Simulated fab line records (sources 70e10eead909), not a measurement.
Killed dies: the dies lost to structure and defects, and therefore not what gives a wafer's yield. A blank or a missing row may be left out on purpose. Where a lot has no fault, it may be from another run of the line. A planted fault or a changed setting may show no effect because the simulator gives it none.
Chamber matching	flow nandHarc	aldHk-01 running NHARC_A_CHANNEL_FILL_D1_ALD_16: 4 sister chambers
The step deposits SiO2, target thk 1.5 nm, pulse time 10 s, ald cycles 15. 4 wafers are shown with their chamber, then 9 later ones without.

== WAFERS WITH THEIR CHAMBER ==
wafer	chamber	heaterPowerW (W)
L078.1	0	443
L079.4	1	427
L085.4	3	493
L085.6	2	513

== WAFERS WHOSE CHAMBER IS MISSING ==
wafer	heaterPowerW (W)
L088.1	535
L088.4	465
L088.6	514
L091.3	465
L091.4	482
L091.5	461
L093.1	501
L093.2	519
L093.5	452

== EACH ONE'S CHAMBER ==
wafer	from the rows above	in truth
L088.1	can't be placed: 2 or 3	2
L088.4	can't be placed: 0 or 3 or 1 or 2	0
L088.6	can't be placed: 2 or 3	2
L091.3	can't be placed: 0 or 3 or 1 or 2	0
L091.4	can't be placed: 3 or 2 or 0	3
L091.5	can't be placed: 0 or 3 or 1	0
L093.1	can't be placed: 3 or 2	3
L093.2	can't be placed: 2 or 3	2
L093.5	can't be placed: 0 or 1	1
Placed correctly: 0 of 9. Can't be placed from these rows: 9 (the true chamber is among the candidates in 9). Number placed wrongly: 0.
How it was worked out, from the rows above alone: a wafer's distance from a chamber is the root of the sum, over the readings, of the square of ((its reading less the chamber's mean) divided by the reading's scatter). The wafer belongs to the nearest chamber; if the next one is less than 2 further off, it can't be placed. A chamber's mean is the mean of its shown wafers. The scatter: root of mean squared gap, hidden wafer to nearest shown wafer, with one shown wafer a chamber.
